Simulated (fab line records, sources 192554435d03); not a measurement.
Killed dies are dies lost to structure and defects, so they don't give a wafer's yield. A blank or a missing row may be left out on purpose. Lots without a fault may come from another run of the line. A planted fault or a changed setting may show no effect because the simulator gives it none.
fab line records | flow n5_finfet | part 2 of 2: steps 23 to 33 of 33
record lots=5 wafers=15 last_day=18
route steps=1938 shown BEOL_M14@1755 BEOL_M15@1773
lots that met no fault: from a run of the same line without faults
start_h: hours from the record's first day to the start of the lot's first wafer shown | wait_h: hours since the lot's step before | " the same as in the row above | L1.1+2: a row that stands for several wafers | - no value, or no start given | * or withheld: withheld | < > ~ a bound
route shown NAME@n: a module of which the file shows steps, and the number in the route of the first | usual: mean/standard deviation of fault-free wafers | same: alike in all rows | chamber/n: place in a boat | sites: the reading at each site | _std_site: their standard deviation | _edge_site: outer sites' mean less inner sites' | radius_mm: how far each site lies from the wafer's centre | mask NAME#n: copy n | behind: the tool/chamber that last shaped the wafer | hold: why the lot was held/for how many hours/how that ended | device: the transistor (n, p or np) that didn't switch | end of line: the same wafers' tests at the end of the route | a step without rows: its recipe alone | killed: dies lost to structure and defects at the first sort, not the wafer's yield | map: a wafer's dies, x killed, . not, _ none there
set.NAME: the setting as run; set.NAME@STEP: as run at that earlier step | model.NAME: the simulator's own value behind a step, which no gauge read
lots at some steps of the route; a table a step, a row a wafer
services: from which hour (start_h, from the record's first day; less than 0 if before it) a tool's chamber was out of use, for how many hours, and why
## steps
# step N5_BEOL_M15_EBR_06
# recipe solvent=PGMEA ebr_width_mm=1.5
# columns lot.wafer tool chamber start_h wait_h
L076.1+4+6 litho_track-05 0 - -
L081.1+3+4 litho_track-04 0 - -
L082.4+5+6 litho_track-04 0 - -
L086.1+3+6 litho_track-05 0 - -
L097.3+5+6 litho_track-04 0 - -
# step N5_BEOL_M15_SOFTBAKE_05
# recipe temp_c=130 time_s=60
# columns lot.wafer tool chamber start_h wait_h
L076.1+4+6 litho_track-05 0 - -
L081.1+3+4 litho_track-04 0 - -
L082.4+5+6 litho_track-04 0 - -
L086.1+3+6 litho_track-05 0 - -
L097.3+5+6 litho_track-04 0 - -
# step N5_BEOL_M15_EXPOSE_07
# recipe mask_id=V14 na=0.8 source_shape=annular sigma_inner=0.5 sigma_outer=0.8 polarization=unpolarized attpsm_phase_deg=180 dose_mj=41.25
# columns lot.wafer tool chamber start_h wait_h mask
L076.1+4+6 krf_scanner-01 0 289.75 - V14#0
L081.1+3+4 krf_scanner-01 0 299.99 - V14#0
L082.4+5+6 krf_scanner-01 0 313.00 - V14#0
L086.1+3+6 krf_scanner-02 0 347.15 - V14#0
L097.3+5+6 krf_scanner-01 0 397.30 - V14#0
# step N5_BEOL_M15_PEB_08
# recipe peb_temp_c=130 peb_time_s=90
# columns lot.wafer tool chamber start_h wait_h
L076.1+4+6 litho_track-02 0 289.80 0.1
L081.1+3+4 litho_track-04 0 300.05 0.1
L082.4+5+6 litho_track-02 0 313.05 0.0
L086.1+3+6 litho_track-05 0 347.21 0.1
L097.3+5+6 litho_track-05 0 397.35 0.0
# step N5_BEOL_M15_DEVELOP_09
# recipe develop_time_s=45 rinse_liquid=diw dry=air_spin dev_temp_c=21
# columns lot.wafer tool chamber start_h wait_h
L076.1+4+6 litho_track-02 0 - -
L081.1+3+4 litho_track-04 0 - -
L082.4+5+6 litho_track-02 0 - -
L086.1+3+6 litho_track-05 0 - -
L097.3+5+6 litho_track-05 0 - -
# step N5_BEOL_M15_HARDBAKE_14
# recipe temp_c=130 time_s=120
# columns lot.wafer tool chamber start_h wait_h
L076.1+4+6 litho_track-02 0 - -
L081.1+3+4 litho_track-04 0 - -
L082.4+5+6 litho_track-02 0 - -
L086.1+3+6 litho_track-05 0 - -
L097.3+5+6 litho_track-05 0 - -
# step N5_BEOL_M15_CD_MEAS_10
# recipe target_cd_nm=360 landing_energy_ev=500 detector=se_inlens polarity=opening
# usual cd_nm=360.6/2
# columns lot.wafer tool chamber start_h wait_h cd_nm
L076.1 cd_sem-03 0 289.92 - 362.1
L076.4 " 0 " " 360.4
L076.6 " 0 " " 361.5
L081.1 cd_sem-03 0 300.17 - 359.9
L081.3 " 0 " " 359.3
L081.4 " 0 " " 359.7
L082.4 cd_sem-03 0 313.16 - 363.8
L082.5 " 0 " " 362.1
L082.6 " 0 " " 363.8
L086.1 cd_sem-01 0 347.32 - 358.2
L086.3 " 0 " " 355.6
L086.6 " 0 " " 358.4
L097.3 cd_sem-01 0 397.47 - 360.4
L097.5 " 0 " " 358.3
L097.6 " 0 " " 361.2
# step N5_BEOL_M15_OVL_MEAS_11
# recipe points_per_wafer=44
# usual V14_OVL=1/6.7
# columns lot.wafer tool chamber start_h wait_h V14_OVL[nm]
L076.1 overlay-02 0 289.95 0.0 2
L076.4 " 0 " " 8
L076.6 " 0 " " 3
L081.1 overlay-02 0 300.20 0.0 1
L081.3 " 0 " " -4
L081.4 " 0 " " -5
L082.4 overlay-01 0 313.19 0.0 -2
L082.5 " 0 " " 4
L082.6 " 0 " " -2
L086.1 overlay-01 0 347.35 0.0 2
L086.3 " 0 " " -2
L086.6 " 0 " " 11
L097.3 overlay-01 0 397.50 0.0 -6
L097.5 " 0 " " 2
L097.6 " 0 " " -12
# step N5_BEOL_M15_INSPECT_12
# recipe mode=adi inspect_instrument=macro
# usual raw_defect_count=2.3/1.6
# columns lot.wafer tool chamber start_h wait_h raw_defect_count
L076.1 defect_inspect-02 - 289.98 0.0 1
L076.4 " - " " 1
L076.6 " - " " 3
L081.1 defect_inspect-01 - 300.22 0.0 6
L081.3 " - " " 4
L081.4 " - " " 4
L082.4 defect_inspect-01 - 313.22 0.0 4
L082.5 " - " " 2
L082.6 " - " " 0
L086.1 defect_inspect-02 - 347.38 0.0 4
L086.3 " - " " 0
L086.6 " - " " 1
L097.3 defect_inspect-01 - 397.53 0.0 2
L097.5 " - " " 2
L097.6 " - " " 2
# step N5_BEOL_M15_DESCUM_15
# recipe chemistry=O2 time_s=7.9 source_power_w=50 bias_power_w=20 pressure_mtorr=20 rf_frequency_hz=2.712e+07 temp_c=40 o2_flow_sccm=225
# usual bias_power_w=19.99/0.061 drypump_motor_current_A=5.6/0.34 oes_product_au=0.77/0.073 rf_vpp_V=243.2/1.4 showerhead_plenum_p_Torr=2.10/0.065 throttle_valve_pct=20.43/0.26
# columns lot.wafer tool chamber start_h wait_h bias_power_w drypump_motor_current_A oes_product_au rf_hours_counter_h rf_vpp_V showerhead_plenum_p_Torr throttle_valve_pct
L076.1 rie_diel-04 2 290.01 0.0 19.96 6.1 0.68 246 240.9 1.97 20.50
L076.4 " 1 " " 19.95 5.7 0.83 - 241.5 2.06 20.44
L076.6 " 3 " " 19.93 5.0 0.75 - 243.4 2.08 19.98
L081.1 rie_diel-04 3 300.26 0.0 20.03 5.0 0.75 158 244.7 2.08 19.99
L081.3 " 0 " " 19.90 5.7 0.77 139 244.8 2.12 20.69
L081.4 " 2 " " 19.95 6.0 0.68 251 240.5 1.97 20.52
L082.4 rie_diel-04 3 313.26 0.0 19.97 5.0 0.74 - 242.2 2.08 20.00
L082.5 " 0 " " 19.95 5.7 0.75 - 243.3 2.12 20.69
L082.6 " 1 " " 19.83 5.7 0.82 - 240.6 2.05 20.46
L086.1 rie_diel-04 1 347.41 0.0 20.07 5.6 0.81 116 242.4 2.05 20.47
L086.3 " 2 " " 19.94 6.1 0.96 6 246.6 2.23 20.19
L086.6 " 1 " " 20.06 5.7 0.81 - 241.9 2.05 20.47
L097.3 rie_diel-04 3 397.56 0.0 19.99 5.0 0.72 191 243.8 2.07 20.06
L097.5 " 3 " " 19.93 5.0 0.72 - 243.5 2.07 20.05
L097.6 " 2 " " 19.95 6.1 0.90 - 247.5 2.23 20.22
# step N5_BEOL_M15_ETCH_59
# recipe chemistry=N2/H2 target=BARC target_depth_a=890 overetch_a=267 time_s=67.9 ion_energy_ev=200 pressure_mtorr=30 source_w=840 bias_w=150 n2_flow_sccm=200 h2_flow_sccm=200
# usual drypump_motor_current_A=5.7/0.34 oes_product_au=0.66/0.058 rf_vpp_V=523.8/2.4 showerhead_plenum_p_Torr=2.54/0.085 throttle_valve_pct=17.82/0.23
# columns lot.wafer tool chamber start_h wait_h drypump_motor_current_A oes_product_au rf_hours_counter_h rf_vpp_V showerhead_plenum_p_Torr throttle_valve_pct
L076.1 rie_diel-04 2 290.05 0.0 6.0 0.58 246 519.8 2.41 18.15
L076.4 " 1 " " 5.7 0.70 - 520.0 2.45 17.56
L076.6 " 3 " " 5.1 0.65 - 524.5 2.55 17.58
L081.1 rie_diel-04 3 300.29 0.0 5.0 0.65 158 522.8 2.55 17.60
L081.3 " 0 " " 5.7 0.65 139 523.4 2.52 17.76
L081.4 " 2 " " 6.0 0.58 251 520.0 2.41 18.17
L082.4 rie_diel-04 3 313.31 0.0 5.1 0.64 - 523.3 2.54 17.60
L082.5 " 0 " " 5.7 0.65 - 524.1 2.52 17.78
L082.6 " 1 " " 5.7 0.70 - 521.0 2.45 17.57
L086.1 rie_diel-04 1 347.45 0.0 5.7 0.69 116 520.3 2.44 17.61
L086.3 " 2 " " 6.0 0.81 6 527.4 2.73 17.77
L086.6 " 1 " " 5.7 0.70 - 520.1 2.44 17.61
L097.3 rie_diel-04 3 397.59 0.0 5.1 0.63 191 524.5 2.53 17.64
L097.5 " 3 " " 5.0 0.63 - 522.7 2.53 17.65
L097.6 " 2 " " 6.0 0.76 - 528.5 2.72 17.79
## services
# columns tool chamber start_h hours kind
rie_diel-02 3 262.99 5.7 repair
cmp-04 - 264.38 0.9 repair
krf_scanner-01 - 266.05 11.6 pm
rie_diel-02 - 271.93 0.3 repair
krf_scanner-01 - 283.87 1.3 pm
ecd_cu-02 - 288.11 6.3 pm
rie_diel-04 0 289.58 7.4 repair
rie_diel-05 0 291.72 5.4 repair
rie_diel-06 0 295.00 3.9 repair
rie_diel-04 2 306.17 5.3 repair
ecd_cu-02 - 312.00 0.6 repair
rie_diel-06 2 319.55 5.6 repair
ecd_cu-02 - 337.67 1.5 repair
rie_diel-05 0 340.89 8.1 repair
rie_diel-04 0 344.79 4.5 repair
cmp-01 - 353.45 4.0 pm
rie_diel-02 1 357.55 4.5 repair
wet_bench-03 - 357.90 2.5 repair
krf_scanner-01 - 361.68 0.5 repair
pvd_sputter-03 - 366.39 1.0 repair
cmp-01 - 368.94 3.8 pm
rie_diel-02 - 376.33 2.8 pm
pecvd-01 - 389.09 2.6 repair
krf_scanner-01 - 396.17 1.0 pm
